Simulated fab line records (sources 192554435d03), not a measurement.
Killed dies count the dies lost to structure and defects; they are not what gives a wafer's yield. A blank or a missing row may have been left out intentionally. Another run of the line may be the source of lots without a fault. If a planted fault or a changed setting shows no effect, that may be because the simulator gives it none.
fab line records	flow n5-finfet
record lots=6	wafers=18	last-day=17
route steps=1938 shown BEOL_M2@857 BEOL_M4@1111 PASSIVATION@1936
lots that met no fault: taken from a fault-free run of the same line
start-h: hours from the record's opening day to when the first of the lot's shown wafers began	wait-h: hours elapsed since this lot's preceding step	" the same as in the row above	L1.1+2: a row that stands for several wafers	- no value, or no start was given	* or withheld: withheld	< > ~ a bound
route shown NAME@n: a module of which the file shows steps, and the number in the route of the first	usual: the fault-free wafers' mean and standard deviation	same: alike in all rows	chamber/n: place in a boat	sites: readings site by site	_std_site: the standard deviation of these	_edge_site: outer sites' mean less inner sites'	radius-mm: how far each site lies from the wafer's centre	mask NAME#n: copy n	behind: the tool/chamber that last shaped the wafer	hold: cause of the lot's hold/its duration in hours/its outcome	device: names the non-switching transistor (n, p or np)	end of line: the tests these same wafers got at the end of their route	step lacking rows: just its recipe	killed: not the wafer's yield, but the dies lost to structure and defects at the first sort	map: per-die view of a wafer (x killed, . not killed, _ where there is no die)
set.NAME: the setting the step ran with; set.NAME@STEP: the setting that earlier step ran with	model.NAME: the simulator's own value behind a step, which no gauge read
a table for each step, a row for each wafer; lots at some steps of the route
services: the hour from which a tool's chamber was out of use, counted from the record's first day as start-h (under 0 if before that day), plus the number of hours and why
## steps
# step N5_BEOL_M2_DESCUM_16
# recipe chemistry=O2	time-s=7	source-power-w=50	bias-power-w=20	pressure-mtorr=20	rf-frequency-hz=2.712e+07	temp-c=40	resist=CAR-EUV	o2-flow-sccm=225
# usual drypump-motor-current-A=5.8/0.47	oes-product-au=0.79/0.088	rf-vpp-V=243.5/1.3	showerhead-plenum-p-Torr=2.10/0.071	throttle-valve-pct=20.37/0.17
# same time-s=7
lot.wafer	tool	chamber	start-h	wait-h	drypump-motor-current-A	oes-product-au	rf-hours-counter-h	rf-vpp-V	showerhead-plenum-p-Torr	throttle-valve-pct
L858.1	rie-diel-03	1	164.83	0.2	5.3	0.84	67	243.9	2.12	20.19
L858.2	"	2	"	"	5.4	0.79	94	245.1	2.10	20.20
L858.5	"	1	"	"	5.3	0.85	-	244.6	2.12	20.21
L861.1	rie-diel-04	2	182.87	0.1	5.6	0.71	229	240.3	1.97	20.56
L861.4	"	2	"	"	5.6	0.71	-	241.8	1.97	20.53
L861.5	"	1	"	"	6.3	0.67	-	243.3	2.06	20.41
L871.1	rie-diel-04	0	242.94	0.2	6.7	0.90	23	245.1	2.23	20.45
L871.5	"	3	"	"	6.4	0.85	-	242.1	2.13	20.50
L871.6	"	1	"	"	6.3	0.94	-	241.8	2.06	20.17
L870.1	rie-diel-02	0	245.32	0.2	5.3	0.70	226	243.8	2.00	20.46
L870.4	"	1	"	"	6.2	0.70	-	245.2	2.14	20.32
L870.5	"	0	"	"	5.3	0.69	-	240.9	2.00	20.46
L872.2	rie-diel-03	2	249.13	0.0	5.4	0.78	126	243.3	2.09	20.23
L872.4	"	1	"	"	5.3	0.81	97	244.1	2.11	20.25
L872.5	"	2	"	"	5.4	0.78	-	242.5	2.09	20.25
L873.1	rie-diel-02	1	261.24	0.2	6.2	0.70	245	244.1	2.13	20.31
L873.4	"	1	"	"	6.2	0.70	-	244.7	2.13	20.33
L873.6	"	3	"	"	5.6	0.71	-	244.5	2.07	20.44
# step N5_BEOL_M2_ETCH_74
# recipe chemistry=N2/H2	target=underlayer	target-depth-a=65	mask-material=CAR-EUV	time-s=5.2	ion-energy-ev=200	pressure-mtorr=30	source-w=840	bias-w=150	n2-flow-sccm=200	h2-flow-sccm=200	ends=cleared
# usual bias-w=150.0/0.45	drypump-motor-current-A=5.8/0.47	etch-rf-on-time-s=5.17/0.12	oes-product-au=0.67/0.074	rf-vpp-V=524.3/2.7	showerhead-plenum-p-Torr=2.56/0.087	throttle-valve-pct=17.80/0.23
lot.wafer	tool	chamber	start-h	wait-h	bias-w	drypump-motor-current-A	etch-rf-on-time-s	oes-product-au	rf-hours-counter-h	rf-vpp-V	showerhead-plenum-p-Torr	throttle-valve-pct
L858.1	rie-diel-03	1	164.86	0.0	149.6	5.3	5.27	0.71	67	524.3	2.58	17.56
L858.2	"	2	"	"	150.2	5.4	5.15	0.69	94	526.0	2.55	17.56
L858.5	"	1	"	"	150.4	5.3	5.29	0.71	-	523.7	2.58	17.55
L861.1	rie-diel-04	2	182.91	0.0	150.1	5.6	5.39	0.59	229	519.6	2.41	18.00
L861.4	"	2	"	"	150.5	5.6	5.40	0.59	-	520.5	2.41	18.01
L861.5	"	1	"	"	150.7	6.3	5.11	0.57	-	523.0	2.50	17.76
L871.1	rie-diel-04	0	242.98	0.0	150.2	6.7	5.19	0.75	23	529.6	2.72	17.86
L871.5	"	3	"	"	151.0	6.4	5.18	0.72	-	524.1	2.58	17.85
L871.6	"	1	"	"	149.9	6.3	5.05	0.80	-	522.0	2.49	17.43
L870.1	rie-diel-02	0	245.36	0.0	149.5	5.3	5.25	0.59	226	518.0	2.39	17.65
L870.4	"	1	"	"	150.3	6.2	5.29	0.58	-	523.8	2.62	17.96
L870.5	"	0	"	"	150.2	5.3	5.28	0.59	-	519.1	2.39	17.65
L872.2	rie-diel-03	2	249.16	0.0	149.9	5.4	5.05	0.67	126	525.1	2.53	17.59
L872.4	"	1	"	"	150.4	5.3	5.22	0.69	97	525.8	2.57	17.61
L872.5	"	2	"	"	149.7	5.4	5.07	0.66	-	525.3	2.53	17.63
L873.1	rie-diel-02	1	261.29	0.0	151.2	6.2	5.34	0.58	245	525.3	2.61	17.97
L873.4	"	1	"	"	149.7	6.2	5.40	0.58	-	523.6	2.62	17.98
L873.6	"	3	"	"	149.9	5.6	5.01	0.61	-	524.6	2.52	17.90
# step N5_BEOL_M2_ETCH_63
# recipe chemistry=CF4	target=SiARC	target-depth-a=156	mask-material=CAR-EUV	time-s=26	ion-energy-ev=80	pressure-mtorr=40	source-w=545	bias-w=36	Ar_flow_sccm=100	cf4-flow-sccm=100	ends=cleared
# usual bias-w=36.01/0.11	drypump-motor-current-A=5.8/0.47	etch-rf-on-time-s=25.9/0.57	oes-product-au=0.67/0.074	rf-vpp-V=184.2/1.3	showerhead-plenum-p-Torr=2.15/0.069	throttle-valve-pct=15.55/0.18
lot.wafer	tool	chamber	start-h	wait-h	bias-w	drypump-motor-current-A	etch-rf-on-time-s	oes-product-au	rf-hours-counter-h	rf-vpp-V	showerhead-plenum-p-Torr	throttle-valve-pct
L858.1	rie-diel-03	1	164.88	0.0	35.94	5.3	26.4	0.71	67	183.9	2.17	15.37
L858.2	"	2	"	"	36.16	5.4	25.8	0.69	94	184.5	2.15	15.36
L858.5	"	1	"	"	35.89	5.3	26.2	0.71	-	184.7	2.17	15.36
L861.1	rie-diel-04	2	182.92	0.0	36.10	5.6	26.5	0.60	229	183.6	2.03	15.80
L861.4	"	2	"	"	35.90	5.6	26.7	0.60	-	182.1	2.03	15.81
L861.5	"	1	"	"	35.88	6.3	25.3	0.58	-	182.9	2.10	15.64
L871.1	rie-diel-04	0	243.00	0.0	36.03	6.7	25.7	0.76	23	187.6	2.27	15.53
L871.5	"	3	"	"	36.13	6.4	26.1	0.72	-	186.7	2.18	15.66
L871.6	"	1	"	"	35.97	6.3	24.9	0.81	-	182.4	2.09	15.20
L870.1	rie-diel-02	0	245.38	0.0	35.82	5.3	26.4	0.59	226	182.8	2.03	15.58
L870.4	"	1	"	"	36.11	6.3	26.7	0.59	-	185.7	2.20	15.66
L870.5	"	0	"	"	35.76	5.3	26.7	0.59	-	180.6	2.03	15.56
L872.2	rie-diel-03	2	249.18	0.0	36.24	5.4	25.7	0.66	126	183.0	2.14	15.43
L872.4	"	1	"	"	35.92	5.3	26.2	0.69	97	184.9	2.16	15.39
L872.5	"	2	"	"	36.14	5.4	25.6	0.67	-	182.2	2.14	15.43
L873.1	rie-diel-02	1	261.31	0.0	35.92	6.2	26.7	0.59	245	183.1	2.20	15.67
L873.4	"	1	"	"	35.85	6.2	26.6	0.58	-	186.1	2.20	15.67
L873.6	"	3	"	"	36.11	5.6	25.0	0.62	-	185.5	2.12	15.65
# step N5_BEOL_M2_ETCH_64
# recipe chemistry=N2/H2	target=SOC	target-depth-a=750	overetch-a=225	mask-material=SiARC	temp-c=40	time-s=121.9	ion-energy-ev=200	pressure-mtorr=30	source-w=840	bias-w=150	n2-flow-sccm=200	h2-flow-sccm=200
# usual bias-w=150.0/0.52	drypump-motor-current-A=5.8/0.47	oes-product-au=0.60/0.064	rf-vpp-V=524.2/2.4	showerhead-plenum-p-Torr=2.56/0.087	throttle-valve-pct=17.76/0.23
# same time-s=121.9
lot.wafer	tool	chamber	start-h	wait-h	bias-w	drypump-motor-current-A	oes-product-au	rf-hours-counter-h	rf-vpp-V	showerhead-plenum-p-Torr	throttle-valve-pct
L858.1	rie-diel-03	1	164.91	0.0	150.5	5.3	0.64	67	523.9	2.58	17.50
L858.2	"	2	"	"	149.9	5.4	0.62	94	524.9	2.55	17.51
L858.5	"	1	"	"	150.1	5.3	0.64	-	524.0	2.59	17.51
L861.1	rie-diel-04	2	182.95	0.0	150.3	5.6	0.54	229	521.1	2.41	17.97
L861.4	"	2	"	"	150.0	5.6	0.54	-	517.6	2.41	17.98
L861.5	"	1	"	"	149.6	6.3	0.51	-	521.6	2.50	17.74
L871.1	rie-diel-04	0	243.02	0.0	150.3	6.7	0.67	23	529.4	2.72	17.86
L871.5	"	3	"	"	149.6	6.4	0.64	-	524.9	2.58	17.81
L871.6	"	1	"	"	150.8	6.3	0.71	-	523.4	2.49	17.38
L870.1	rie-diel-02	0	245.40	0.0	150.2	5.3	0.53	226	520.9	2.39	17.60
L870.4	"	1	"	"	149.3	6.2	0.53	-	523.8	2.62	17.91
L870.5	"	0	"	"	149.8	5.3	0.54	-	520.4	2.39	17.60
L872.2	rie-diel-03	2	249.21	0.0	150.8	5.4	0.59	126	524.6	2.53	17.59
L872.4	"	1	"	"	150.0	5.3	0.61	97	524.5	2.57	17.56
L872.5	"	2	"	"	150.0	5.4	0.59	-	523.7	2.53	17.57
L873.1	rie-diel-02	1	261.35	0.0	149.9	6.2	0.52	245	525.7	2.62	17.92
L873.4	"	1	"	"	149.8	6.2	0.53	-	525.8	2.62	17.92
L873.6	"	3	"	"	149.9	5.6	0.54	-	523.8	2.52	17.88
# step N5_BEOL_M2_STRIP_65
# recipe chemistry=N2/H2	temp-c=40	n2-flow-sccm=200	h2-flow-sccm=200	rf-frequency-hz=6e+07
# step N5_BEOL_M2_STRIP_75
# recipe chemistry=N2/H2	temp-c=40	n2-flow-sccm=200	h2-flow-sccm=200	rf-frequency-hz=6e+07
# step N5_BEOL_M2_STRIP_66
# recipe chemistry=CF4	resist=SiARC	power-w=300	bias-power-w=75	pressure-mtorr=50	cf4-flow-sccm=150	rf-frequency-hz=6e+07
# step N5_BEOL_M2_HM_OPEN_17
# recipe chemistry=Cl2/BCl3	target-depth-a=200	overetch-a=60	target=TiN	mask-material=SOC	ion-energy-ev=150	pressure-mtorr=10	icp-w=1000	bias-w=126	Cl2_flow_sccm=53.25	bcl3-flow-sccm=21.75	Ar_flow_sccm=25
# step N5_BEOL_M2_STRIP_19
# recipe chemistry=O2	power-w=400	temp-c=40	pressure-mtorr=30	rf-frequency-hz=6e+07	bias-power-w=0	overash-fraction=0.2	o2-flow-sccm=225
# usual drypump-motor-current-A=5.8/0.46	oes-product-au=0.78/0.091	rf-vpp-V=3.6/0.52	showerhead-plenum-p-Torr=2.10/0.072	throttle-valve-pct=16.63/0.18
lot.wafer	tool	chamber	start-h	wait-h	drypump-motor-current-A	oes-product-au	rf-hours-counter-h	rf-vpp-V	showerhead-plenum-p-Torr	throttle-valve-pct
L858.1	rie-diel-04	1	165.24	0.1	6.3	0.67	248	4.3	2.07	16.72
L858.2	"	0	"	"	6.7	0.68	250	4.5	1.98	17.08
L858.5	"	2	"	"	5.6	0.71	-	3.8	1.98	16.82
L861.1	rie-diel-03	0	183.24	0.1	5.6	0.73	194	3.7	2.07	16.50
L861.4	"	3	"	"	5.7	0.97	3	3.6	2.24	16.49
L861.5	"	2	"	"	5.4	0.79	-	3.8	2.11	16.46
L871.1	rie-diel-03	3	243.44	0.2	5.7	0.92	19	3.3	2.23	16.53
L871.5	"	3	"	"	5.7	0.92	-	3.2	2.23	16.53
L871.6	"	0	"	"	5.7	0.71	-	3.1	2.06	16.55
L870.1	rie-diel-02	0	245.69	0.1	5.3	0.70	226	3.8	2.00	16.71
L870.4	"	0	"	"	5.3	0.70	-	2.9	2.00	16.71
L870.5	"	1	"	"	6.2	0.70	-	4.0	2.14	16.65
L872.2	rie-diel-02	0	249.50	0.1	5.3	0.70	227	3.9	2.00	16.69
L872.4	"	3	"	"	5.6	0.71	-	3.6	2.08	16.69
L872.5	"	0	"	"	5.3	0.69	-	4.6	2.00	16.69
L873.1	rie-diel-04	1	261.92	0.3	6.3	0.92	23	4.2	2.06	16.36
L873.4	"	0	"	"	6.7	0.88	31	4.0	2.23	16.67
L873.6	"	1	"	"	6.3	0.92	-	3.3	2.06	16.36
# step N5_BEOL_M2_CD_MEAS_18
# recipe pitch-nm=36	target-cd-nm=18
# usual cd-nm=18.0/0.33
lot.wafer	tool	chamber	start-h	wait-h	cd-nm
L858.1	cd-sem-02	-	165.31	0.0	17.9
L858.2	"	-	"	"	18.2
L858.5	"	-	"	"	18.0
L861.1	cd-sem-03	-	183.31	0.0	17.7
L861.4	"	-	"	"	18.1
L861.5	"	-	"	"	18.2
L871.1	cd-sem-03	-	243.51	0.0	17.9
L871.5	"	-	"	"	18.2
L871.6	"	-	"	"	17.8
L870.1	cd-sem-01	-	245.76	0.0	17.4
L870.4	"	-	"	"	17.9
L870.5	"	-	"	"	17.9
L872.2	cd-sem-01	-	249.57	0.1	18.0
L872.4	"	-	"	"	17.9
L872.5	"	-	"	"	18.7
L873.1	cd-sem-03	-	261.99	0.0	18.0
L873.4	"	-	"	"	18.1
L873.6	"	-	"	"	18.1
# step N5_BEOL_M2_COAT_67
# recipe resist=SOC	temp-c=250	time-s=60	spin-rpm=1500	resist-thk-nm=60
# step N5_BEOL_M2_COAT_68
# recipe resist=SiARC	temp-c=220	time-s=60	spin-rpm=1500	resist-thk-nm=12
# step N5_BEOL_M2_COAT_76
# recipe resist=underlayer	temp-c=205	time-s=60	spin-rpm=1500	resist-thk-nm=5
# usual run-length-s=66.23/0.2
lot.wafer	tool	chamber	start-h	wait-h	run-length-s
L858.1	litho-track-02	0	165.35	-	66.52
L858.2	"	0	"	"	66.48
L858.5	"	0	"	"	66.36
L861.1	litho-track-01	0	183.35	-	65.99
L861.4	"	0	"	"	65.98
L861.5	"	0	"	"	66.00
L871.1	litho-track-01	0	243.55	-	75.71
L871.5	"	0	"	"	66.11
L871.6	"	0	"	"	75.41
L870.1	litho-track-05	0	245.81	-	66.00
L870.4	"	0	"	"	66.26
L870.5	"	0	"	"	66.21
L872.2	litho-track-01	0	249.62	-	75.49
L872.4	"	0	"	"	66.00
L872.5	"	0	"	"	66.20
L873.1	litho-track-02	0	262.03	-	66.38
L873.4	"	0	"	"	66.40
L873.6	"	0	"	"	66.42
# step N5_BEOL_M2_COAT_22
# recipe resist=CAR-EUV	spin-rpm=1500	resist-thk-nm=30
# step N5_BEOL_M4_RC_MEAS_101
# usual DIBL_N=35.8/1.6	DIBL_P=36.0/1.9	IOFF_N=0.151/0.029	IOFF_P=0.21/0.037	ION_N=673/12	ION_P=463/7.3	SS_N=71.5/0.58	SS_P=73.2/0.61	VT_N=251/3.3	VT_P=-250/3.3
lot.wafer	tool	chamber	start-h	wait-h	DIBL_N[mV/V]	DIBL_P[mV/V]	IOFF_N[nA/um]	IOFF_P[nA/um]	ION_N[uA/um]	ION_P[uA/um]	SS_N[mV/dec]	SS_P[mV/dec]	VT_N[mV]	VT_P[mV]
L858.1	prober-01	0	206.16	0.0	37.8	38.1	0.176	0.20	681	459	71.8	73.8	249	-252
L858.2	"	0	"	"	37.4	38.6	0.176	0.23	684	464	71.7	74.1	250	-248
L858.5	"	0	"	"	37.0	37.6	0.179	0.20	680	463	71.6	73.7	246	-249
L861.1	prober-01	0	210.16	0.0	34.0	33.9	0.108	0.16	658	451	71.1	73.2	256	-252
L861.4	"	0	"	"	34.5	34.2	0.117	0.17	663	467	71.0	72.3	252	-250
L861.5	"	0	"	"	35.5	34.5	0.131	0.16	663	457	71.8	72.7	254	-256
L870.1	prober-01	0	277.28	0.0	36.1	36.7	0.174	0.22	691	473	71.8	73.6	247	-252
L870.4	"	0	"	"	33.0	32.3	0.112	0.16	659	455	70.5	72.4	255	-251
L870.5	"	0	"	"	33.6	33.6	0.128	0.17	677	463	71.3	73.2	252	-251
L871.1	prober-01	0	280.84	0.0	35.6	35.9	0.150	0.20	673	459	71.4	73.4	247	-251
L871.5	"	0	"	"	33.0	32.2	0.112	0.15	672	461	70.1	73.0	255	-255
L871.6	"	0	"	"	36.4	37.1	0.163	0.23	672	466	71.8	74.1	249	-249
L872.2	prober-02	0	284.94	0.2	35.2	35.5	0.154	0.21	680	467	71.5	73.6	251	-250
L872.4	"	0	"	"	35.4	36.3	0.158	0.23	678	465	71.0	73.0	247	-247
L872.5	"	0	"	"	34.0	34.2	0.125	0.19	655	453	71.7	73.3	251	-252
L873.1	prober-01	0	298.73	0.0	35.4	37.2	0.163	0.22	687	471	71.6	74.1	248	-249
L873.4	"	0	"	"	35.1	36.1	0.154	0.20	676	460	71.5	73.4	247	-252
L873.6	"	0	"	"	35.6	37.5	0.161	0.21	675	464	71.8	74.1	249	-251
# step N5_PASSIVATION_PROBE_49
# usual defect-limited-yield=90.9/1.4	killed_at_M0_to_M3=37/12	killed_at_M4_up=14/5.3	killed-at-contacts=12/6.2	killed-at-front-end=41/11	killed-at-other=3.7/2.9	killed-dies=107/17	killed-open=71/12	killed-short=34/7.9	sort_bin_5_function=5.3/0.95	sort_bin_6_memory=3.4/0.7	sort-n-pass=1073/17	sort-yield-pct=90.9/1.5
# same gross-dies=1180	killed-at-back-side=0	sort_bin_4_leakage[%]=0	sort_bin_8_speed[%]=0
lot.wafer	tool	chamber	start-h	wait-h	defect-limited-yield[%]	killed_at_M0_to_M3	killed_at_M4_up	killed-at-contacts	killed-at-front-end	killed-at-other	killed-dies	killed-open	killed-short	sort_bin_5_function[%]	sort_bin_6_memory[%]	sort-n-pass	sort-yield-pct[%]
L858.1	prober-01	-	313.20	0.0	92.4	21	11	7	48	3	90	61	28	4.4	3.0	1090	92.4
L858.2	prober-01	-	313.25	0.1	91.3	35	11	10	44	3	103	61	41	5.1	3.0	1077	91.3
L858.5	prober-01	-	313.40	0.2	91.2	29	13	13	41	8	104	69	33	5.9	2.6	1076	91.2
# killed by level:class
L858.1 DUMMY_GATE:geometric-particle:open=16 STI_FIN_REVEAL:geometric-particle:open=8 MOL_CONTACT_COAG:geometric-particle:open=6 BEOL_M1:geometric-particle:open=6 DUMMY_GATE:geometric-particle:short=5 FIN_SAQP:geometric-particle:open=4 BEOL_M1:geometric-particle:short=4 BEOL_M5:geometric-particle:open=4
L858.2 DUMMY_GATE:geometric-particle:open=11 BEOL_M1:geometric-particle:open=9 GATE_CUT:geometric-particle:short=8 MOL_CONTACT_COAG:geometric-particle:open=8 BEOL_M0_SAQP:geometric-particle:short=7 GATE_CUT:geometric-particle:open=6 BEOL_M3:geometric-particle:open=6 DUMMY_GATE:geometric-particle:short=5
L858.5 DUMMY_GATE:geometric-particle:open=16 MOL_CONTACT_COAG:geometric-particle:open=9 BEOL_M1:geometric-particle:open=8 PASS1_CAP:geometric-particle:open=5 BEOL_M3:geometric-particle:short=5 BEOL_M5:geometric-particle:open=5 GATE_CUT:geometric-particle:short=4 MOL_CONTACT_COAG:geometric-particle:short=4
## services
tool	chamber	start-h	hours	kind
rie-diel-02	-	145.40	4.3	pm
rie-diel-03	3	158.12	-	clean
rie-diel-03	3	158.12	-	consumable-replace:focus-ring
rie-diel-03	3	158.12	-	consumable-replace:showerhead
rie-diel-03	3	158.12	16.4	scheduled-down
rie-diel-03	3	158.12	16.4	vent-cycle
rie-diel-02	-	163.03	3.2	repair
rie-diel-04	0	165.28	-	clean
rie-diel-04	0	165.28	-	consumable-replace:focus-ring
rie-diel-04	0	165.28	-	consumable-replace:showerhead
rie-diel-04	0	165.28	18.7	scheduled-down
rie-diel-04	0	165.28	18.7	vent-cycle
rie-diel-04	1	184.08	-	clean
rie-diel-04	1	184.08	-	consumable-replace:focus-ring
rie-diel-04	1	184.08	16.1	scheduled-down
rie-diel-04	1	184.08	16.1	vent-cycle
rie-diel-03	3	189.80	9.6	repair
rie-diel-03	-	219.02	2.8	pm
rie-diel-04	2	235.93	-	clean
rie-diel-04	2	235.93	-	consumable-replace:focus-ring
rie-diel-04	2	235.93	-	consumable-replace:showerhead
rie-diel-04	2	235.93	16.8	scheduled-down
rie-diel-03	0	259.75	6.6	repair
rie-diel-02	0	261.10	2.4	repair
## key
first-sign step=N5_BEOL_M2_COAT_76	reading=run-length-s	direction=up	sigmas=46	usual=*	struck=*
effect none on later readings
met-at N5_BEOL_M2_COAT_76
struck-wafers L871.1,L871.6,L872.2
onset-between 183.35 243.55
fault kind=process-parameter-drift	tool=litho-track-01	chamber=-	onset-h=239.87	steps=N5_BEOL_M2_COAT_76	channel=time-s	offset=*	shape=step	end-h=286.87	scope=struck-wafers-only	acts-in=*	stated=*
